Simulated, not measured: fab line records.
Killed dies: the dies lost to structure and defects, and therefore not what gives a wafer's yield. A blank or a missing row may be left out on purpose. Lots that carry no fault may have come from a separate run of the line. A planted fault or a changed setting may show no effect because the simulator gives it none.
Which of the tools did it?    flow n5_finfet    32 wafers from 11 lots sampled at 4 of the route's 1938 steps

== WHAT EACH GAUGE READ, for each wafer ==
N5_BEOL_M8_CD_MEAS_11: target cd 38.5 nm. Usual: cd_nm 38.4 nm, standard deviation 0.43.
lot   measured      on         cd_nm (nm)      flag
L817  day 9 18:00   cd_sem-01  38.5 39.2 37.9  
L822  day 11 02:52  cd_sem-01  38.9 39.3 38.9  
L823  day 11 07:52  cd_sem-02  39.1 38.5 38.3  
L824  day 11 08:38  cd_sem-03  38.8 39.0 38.7  
L825  day 11 09:33  cd_sem-03  38.5 38.4 38.7  
L826  day 11 20:26  cd_sem-02  38.7 38.2 37.5  
L831  day 13 16:44  cd_sem-01  38.8 38.6 38.9  
L835  day 15 08:51  cd_sem-02  37.8 38.2 37.9  
L837  day 15 09:11  cd_sem-01  38.5 39.1 38.9  
L838  day 16 07:01  cd_sem-01  38.5 37.9 38.7  
L839  day 16 07:14  cd_sem-02  38.5 38.0       

N5_BEOL_M8_OVL_MEAS_12. Usual: M8_OVL gives 0.2 nm (standard deviation 0.66).
lot   measured      on          M8_OVL (nm)     flag
L817  day 9 18:01   overlay-01  1.0 0.7 0.8     
L822  day 11 02:53  overlay-02  -0.6 -0.4 -0.1  
L823  day 11 07:53  overlay-02  0.3 0.0 0.2     
L824  day 11 08:40  overlay-01  0.1 0.8 -0.3    
L825  day 11 09:35  overlay-01  0.9 0.9 0.9     
L826  day 11 20:28  overlay-02  0.2 0.6 0.6     
L831  day 13 16:46  overlay-01  20.6 20.6 19.2  OFF
L835  day 15 08:52  overlay-01  20.5 20.5 20.5  OFF
L837  day 15 09:13  overlay-01  -0.2 0.4 -0.2   
L838  day 16 07:04  overlay-01  0.3 0.2 -0.6    
L839  day 16 07:16  overlay-02  0.9 0.0         

== WHAT TOOL EACH LOT RAN ON (gives the tool, then ch and the chambers of the sampled wafers, and finally the start) ==
lot   N5_BEOL_M8_CURE_74             N5_BEOL_M8_EXPOSE_08
L817  uv_cure-03 ch 0, day 9 15:11   arfi_scanner-03 ch 0, day 9 17:52
L822  uv_cure-03 ch 1, day 11 00:36  arfi_scanner-01 ch 0, day 11 02:44
L823  uv_cure-03 ch 2, day 11 05:58  arfi_scanner-02 ch 0, day 11 07:44
L824  uv_cure-02 ch 2, day 11 07:01  arfi_scanner-03 ch 0, day 11 08:31
L825  uv_cure-02 ch 1, day 11 08:25  arfi_scanner-02 ch 0, day 11 09:25
L826  uv_cure-02 ch 1, day 11 19:11  arfi_scanner-03 ch 0, day 11 20:19
L831  uv_cure-03 ch 2, day 13 15:17  arfi_scanner-02 ch 0, day 13 16:37
L835  uv_cure-03 ch 2, day 15 07:35  arfi_scanner-02 ch 0, day 15 08:44
L837  uv_cure-01 ch 1, day 15 07:44  arfi_scanner-01 ch 0, day 15 09:03
L838  uv_cure-03 ch 2, day 16 04:46  arfi_scanner-01 ch 0, day 16 06:54
L839  uv_cure-02 ch 2, day 16 04:46  arfi_scanner-03 ch 0, day 16 07:06
- N5_BEOL_M8_CURE_74: cures SiCOH lowk, time 240 s.
- N5_BEOL_M8_EXPOSE_08: exposes mask M8.

== AS READ BY THE TOOLS THEMSELVES (means over the sampled wafers that have a number; for cases with no such wafer, the mark the record gives instead) ==
N5_BEOL_M8_CURE_74. Usual: lamp_power_pct 52.32 %, standard deviation 0.056; wafer_temp_C_max 386.9, standard deviation 0.7.
lot   tool        lamp_power_pct (%)  wafer_temp_C_max  flag
L817  uv_cure-03  52.32               386.8             
L822  uv_cure-03  52.36               386.2             
L823  uv_cure-03  52.27               387.6             
L824  uv_cure-02  52.30               387.0             
L825  uv_cure-02  52.34               386.4             
L826  uv_cure-02  52.35               386.5             
L831  uv_cure-03  52.32               387.7             
L835  uv_cure-03  52.30               387.6             
L837  uv_cure-01  52.27               386.1             
L838  uv_cure-03  52.32               388.6             
L839  uv_cure-02  52.35               387.0             

N5_BEOL_M8_EXPOSE_08. Usual: stage_vel_mm_s 500.01 mm/s, standard deviation 0.23.
lot   tool             stage_vel_mm_s (mm/s)  flag
L817  arfi_scanner-03  499.95                 
L822  arfi_scanner-01  499.99                 
L823  arfi_scanner-02  500.07                 
L824  arfi_scanner-03  500.38                 
L825  arfi_scanner-02  500.05                 
L826  arfi_scanner-03  499.61                 
L831  arfi_scanner-02  499.91                 
L835  arfi_scanner-02  500.26                 
L837  arfi_scanner-01  500.03                 
L838  arfi_scanner-01  500.04                 
L839  arfi_scanner-03  500.07                 

== THE ANSWER, worked out from the rows above alone ==
Rule: lot off if the mean of its wafers having a number is beyond 3 standard deviations from the usual mean. A lot without any number at a reading at which 4 lots or more have one is off too. Where the step has rows for the other lots, those lots are counted as sound. After the gauges, taken in route order, come the tools' own readings; for these a lot's mean is taken, as printed above. At the first step where some lot is off, the reading lying furthest off is the one used; lots without a number count as furthest.
Off: L831, L835, at N5_BEOL_M8_OVL_MEAS_12 (M8_OVL).
A tool fits if, at a process step before that reading, it ran every lot that is off, and no sound lot after the first of them. Those tools and the gauges at N5_BEOL_M8_OVL_MEAS_12 are tried in the same way. One fits: arfi_scanner-02 at N5_BEOL_M8_EXPOSE_08. A fault onset in the window from L825 (day 11 09:25, its last sound lot) to L831 (day 13 16:37, its first lot off) fits.

== WHAT THE SIMULATOR PUT IN ==
Scanner matching overlay: arfi_scanner-02, from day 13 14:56 on, at N5_BEOL_M8_EXPOSE_08. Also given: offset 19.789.
Lots struck among those shown: L831, L835. Same finding as the rule above.
